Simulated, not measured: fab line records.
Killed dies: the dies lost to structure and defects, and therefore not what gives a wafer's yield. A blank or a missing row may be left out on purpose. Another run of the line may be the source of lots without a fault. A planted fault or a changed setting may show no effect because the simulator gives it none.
Which tool is to blame? ; flow n5 finfet ; 15 lots, 44 wafers sampled, at 4 steps of a route of 1938

== WHAT EACH GAUGE READ, for each wafer ==
Not one reading of a measure or inspect step in the record can be checked against a usual standard deviation.

== EACH LOT AND THE TOOL THAT RAN IT (in order: tool; ch and the chambers of the sampled wafers; start) ==
lot;N5_BEOL_M5_SPUTTER_88;N5_BEOL_M5_DEP_56;N5_BEOL_M6_PEB_09;N5_BEOL_M6_ETCH_61
L804;pvd sputter-02, day 8 10:52;pecvd-02 ch 1,2, day 8 12:56;litho track-02 ch 0, day 8 15:01;rie diel-06 ch 0,3, day 8 15:28
L803;pvd sputter-03, day 8 15:13;pecvd-03 ch 0,1, day 8 17:55;litho track-02 ch 0, day 8 19:47;rie diel-01 ch 0,2, day 8 20:04
L805;pvd sputter-01, day 9 13:41;pecvd-01 ch 0,2, day 9 15:47;litho track-02 ch 0, day 9 18:41;rie diel-04 ch 2,3, day 9 18:53
L808;pvd sputter-02, day 10 06:02;pecvd-02 ch 0,1, day 10 08:09;litho track-03 ch 0, day 10 10:49;rie diel-01 ch 1,2,3, day 10 11:00
L811;pvd sputter-02, day 10 12:57;pecvd-01 ch 0,2, day 10 15:01;litho track-02, day 10 16:46;rie diel-04 ch 1,3, day 10 16:58
L810;pvd sputter-03, day 10 14:43;pecvd-01 ch 1,2, day 10 16:54;litho track-03, day 10 19:19;rie diel-01 ch 0,3, day 10 19:35
L813;pvd sputter-03, day 11 00:13;pecvd-03 ch 0,1,2, day 11 02:26;litho track-02 ch 0, day 11 05:34;rie diel-01 ch 0,1,3, day 11 05:47
L812;pvd sputter-02, day 11 00:37;pecvd-02 ch 1,2, day 11 02:42;litho track-04, day 11 05:25;rie diel-06 ch 0,1,3, day 11 05:37
L815;pvd sputter-03, day 12 03:02;pecvd-02 ch 0,1,2, day 12 05:07;litho track-02 ch 0, day 12 06:45;rie diel-04 ch 0,2, day 12 07:04
L818;pvd sputter-02, day 12 08:50;pecvd-02 ch 0,1,2, day 12 10:55;litho track-02 ch 0, day 12 12:27;rie diel-01 ch 1,2,3, day 12 12:49
L819;pvd sputter-03, day 12 19:49;pecvd-02 ch 0,1,2, day 12 21:54;litho track-04 ch 0, day 12 23:29;rie diel-06 ch 0,2,3, day 12 23:40
L823;pvd sputter-02, day 13 11:25;pecvd-02 ch 1,2, day 13 13:40;litho track-02 ch 0, day 13 15:22;rie diel-01 ch 0,2,3, day 13 15:34
L822;pvd sputter-01, day 13 15:28;pecvd-01 ch 1,2, day 13 17:34;litho track-02 ch 0, day 13 19:11;rie diel-04 ch 2,3, day 13 19:23
L825;pvd sputter-03, day 14 04:51;pecvd-01 ch 0,2, day 14 06:56;litho track-02 ch 0, day 14 08:39;rie diel-01 ch 0,3, day 14 08:51
L824;pvd sputter-01, day 14 05:47;pecvd-02 ch 0,1,2, day 14 07:58;litho track-04 ch 0, day 14 09:42;rie diel-01 ch 0,1,3, day 14 09:53
- N5_BEOL_M5_SPUTTER_88: material Cu, target thk 15 nm, time 27.62 s.
- N5_BEOL_M5_DEP_56: deposits SiCN from 3MS/NH3, target thk 8 nm, time 14 s.
- N5_BEOL_M6_PEB_09: peb time 60 s.
- N5_BEOL_M6_ETCH_61: etches SiARC in CF4, target depth 45.5 nm, time 75.8 s.

== AS READ BY THE TOOLS THEMSELVES (means over the sampled wafers that have a number; for cases with no such wafer, the mark the record gives instead) ==
N5_BEOL_M5_SPUTTER_88. Usual: susceptor temp C -19.99 C, standard deviation 0.11; throttle valve pct 29.8 %, standard deviation 1.1.
lot;tool;susceptor temp C (C);throttle valve pct (%);flag
L804;pvd sputter-02;-20.02;29.1;
L803;pvd sputter-03;-20.04;29.9;
L805;pvd sputter-01;-20.02;30.3;
L808;pvd sputter-02;-19.92;31.0;
L811;pvd sputter-02;-19.94;30.1;
L810;pvd sputter-03;-20.07;29.1;
L813;pvd sputter-03;-20.09;28.9;
L812;pvd sputter-02;-20.13;29.2;
L815;pvd sputter-03;-19.89;29.5;
L818;pvd sputter-02;-19.97;31.7;
L819;pvd sputter-03;-19.98;30.0;
L823;pvd sputter-02;-20.04;29.1;
L822;pvd sputter-01;-19.92;29.6;
L825;pvd sputter-03;-19.94;30.0;
L824;pvd sputter-01;-19.97;30.4;

N5_BEOL_M5_DEP_56. Usual: showerhead plenum p Torr 3.663 Torr, standard deviation 0.018; throttle valve pct 9.0 %, standard deviation 0.53.
lot;tool;showerhead plenum p Torr (Torr);throttle valve pct (%);flag
L804;pecvd-02;3.666;9.1;
L803;pecvd-03;3.677;8.8;
L805;pecvd-01;3.651;8.6;
L808;pecvd-02;3.662;9.7;
L811;pecvd-01;3.667;8.8;
L810;pecvd-01;3.636;8.6;
L813;pecvd-03;3.678;8.8;
L812;pecvd-02;3.658;9.1;
L815;pecvd-02;3.665;9.2;
L818;pecvd-02;3.664;9.0;
L819;pecvd-02;3.670;9.0;
L823;pecvd-02;3.665;9.0;
L822;pecvd-01;3.633;8.5;
L825;pecvd-01;3.652;8.6;
L824;pecvd-02;3.664;9.1;

N5_BEOL_M6_PEB_09. Usual: chill plate temp C 22.98 C, standard deviation 0.11; exhaust pa 45.0 Pa, standard deviation 0.95.
lot;tool;chill plate temp C (C);exhaust pa (Pa);flag
L804;litho track-02;22.85;45.4;
L803;litho track-02;23.02;45.2;
L805;litho track-02;23.03;45.4;
L808;litho track-03;22.87;44.4;
L811;litho track-02;-;-;OFF
L810;litho track-03;-;-;OFF
L813;litho track-02;23.07;44.3;
L812;litho track-04;-;-;OFF
L815;litho track-02;22.93;45.4;
L818;litho track-02;22.96;45.4;
L819;litho track-04;22.92;45.3;
L823;litho track-02;22.90;44.3;
L822;litho track-02;23.08;43.6;
L825;litho track-02;22.99;44.5;
L824;litho track-04;23.05;44.9;

N5_BEOL_M6_ETCH_61. Usual: drypump motor current A 5.7 A, standard deviation 0.32; etch rf on time s 75.6 s, standard deviation 3; oes product au 0.68 a.u., standard deviation 0.068; rf vpp V 184.3 V, standard deviation 1.1; showerhead plenum p Torr 2.16 Torr, standard deviation 0.061; throttle valve pct 15.61 %, standard deviation 0.24.
lot;tool;drypump motor current A (A);etch rf on time s (s);oes product au (a.u.);rf vpp V (V);showerhead plenum p Torr (Torr);throttle valve pct (%);flag
L804;rie diel-06;5.8;77.0;0.70;184.6;2.11;15.27;
L803;rie diel-01;5.4;75.8;0.67;183.5;2.11;15.82;
L805;rie diel-04;5.9;76.4;0.64;184.1;2.12;15.42;
L808;rie diel-01;5.6;76.8;0.71;185.4;2.21;15.79;
L811;rie diel-04;5.7;77.9;0.61;182.8;2.10;15.57;
L810;rie diel-01;5.2;74.5;0.71;185.0;2.17;15.55;
L813;rie diel-01;5.4;76.4;0.67;184.6;2.18;15.73;
L812;rie diel-06;5.8;74.5;0.74;184.6;2.14;15.40;
L815;rie diel-04;6.0;72.6;0.68;184.0;2.17;15.38;
L818;rie diel-01;5.6;77.6;0.68;184.4;2.21;15.82;
L819;rie diel-06;5.8;75.7;0.67;182.6;2.13;15.55;
L823;rie diel-01;5.5;77.6;0.71;185.7;2.20;15.68;
L822;rie diel-04;5.7;74.4;0.61;184.2;2.15;15.52;
L825;rie diel-01;5.4;75.9;0.68;184.5;2.15;15.69;
L824;rie diel-01;5.4;74.8;0.65;185.3;2.17;15.78;

== THE ANSWER, worked out from the rows above alone ==
Rule: a lot counts as off when the mean over its wafers that have a number is more than 3 standard deviations away from the usual mean. A lot without any number at a reading at which 4 lots or more have one is off too. Where the step has rows for the other lots, those lots are counted as sound. Order of review: gauges by route order, followed by the tools' own readings, for which a lot's mean as printed above is used. The first step at which some lot is off is used, and at that step the reading that is off furthest; a lot without a number counts as furthest.
Off at N5_BEOL_M6_PEB_09 (chill plate temp C): L811, L810, L812. Without a number there: L811, L810, L812.
A tool fits if, at that step or a process step before it, it ran every lot that is off, and no sound lot after the first of them. Of those tried, none fits.

== WHAT THE SIMULATOR HAD PUT IN ==
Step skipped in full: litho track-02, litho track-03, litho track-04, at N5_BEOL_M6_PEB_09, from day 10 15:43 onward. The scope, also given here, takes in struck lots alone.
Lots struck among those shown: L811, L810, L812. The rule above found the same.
